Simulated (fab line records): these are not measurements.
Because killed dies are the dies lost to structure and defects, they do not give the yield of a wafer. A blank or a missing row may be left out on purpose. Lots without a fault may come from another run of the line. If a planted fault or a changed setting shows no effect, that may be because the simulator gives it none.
Matching of chambers | flow n5Finfet | N5_BEOL_M0_CUTY_ETCH_62 on rieDiel-05: 4 sister chambers
The step etches SiARC in CF4, time 58.5 s. 14 wafers are shown with their chamber, then 7 later ones without.

== EACH WAFER AND ITS CHAMBER ==
wafer  | chamber | drypumpMotorCurrentA (A) | showerheadPlenumPTorr (Torr) | throttleValvePct (%)
L077.2 | 1       | 6.2                      | 2.28                         | 15.54
L077.3 | 3       | 6.7                      | 2.27                         | 15.26
L077.6 | 1       | 6.2                      | 2.28                         | 15.55
L079.2 | 1       | 6.2                      | 2.28                         | 15.56
L079.3 | 2       | 5.8                      | 2.18                         | 15.40
L079.4 | 0       | 5.7                      | 2.25                         | 15.22
L082.1 | 0       | 5.7                      | 2.25                         | 15.23
L082.3 | 2       | 5.8                      | 2.18                         | 15.40
L082.6 | 3       | 6.7                      | 2.26                         | 15.27
L085.2 | 3       | 6.7                      | 2.26                         | 15.30
L085.3 | 0       | 5.7                      | 2.25                         | 15.25
L085.6 | 2       | 5.7                      | 2.18                         | 15.40
L090.2 | 3       | 6.7                      | 2.26                         | 15.31
L090.3 | 2       | 5.7                      | 2.17                         | 15.43

SIGNATURES (means of the wafers above)
reading               | chamber 0 | chamber 1 | chamber 2 | chamber 3 | scatter within a chamber
drypumpMotorCurrentA  | 5.700     | 6.200     | 5.750     | 6.700     | 0.0316
showerheadPlenumPTorr | 2.2500    | 2.2800    | 2.1775    | 2.2625    | 0.00387
throttleValvePct      | 15.2333   | 15.5500   | 15.4075   | 15.2850   | 0.0174
Rule: a wafer lies at a distance from a chamber equal to the root of the sum of squares, over the readings, of (its reading less the chamber's mean, divided by the reading's scatter). The wafer belongs to the nearest chamber; if the next one is less than 2 further off, it can't be placed. How the scatter is found: for the shown wafers, subtract from each reading the mean of its chamber, square and add these, divide the total by (wafers less chambers), then take the root.

== WAFERS WITH NO CHAMBER GIVEN ==
wafer  | drypumpMotorCurrentA (A) | showerheadPlenumPTorr (Torr) | throttleValvePct (%)
L090.6 | 6.2                      | 2.27                         | 15.60
L093.1 | 5.7                      | 2.17                         | 15.45
L093.3 | 5.7                      | 2.24                         | 15.29
L093.6 | 6.2                      | 2.27                         | 15.61
L097.2 | 5.8                      | 2.17                         | 15.47
L097.3 | 6.7                      | 2.25                         | 15.34
L097.6 | 6.2                      | 2.27                         | 15.64

== WHICH CHAMBER EACH WENT THROUGH ==
wafer  | from the rows above | in truth
L090.6 | 1                   | 1
L093.1 | 2                   | 2
L093.3 | 0                   | 0
L093.6 | 1                   | 1
L097.2 | 2                   | 2
L097.3 | 3                   | 3
L097.6 | 1                   | 1
7 of 7 placed correctly. Can't be placed from these rows: 0. Wrongly placed: 0.
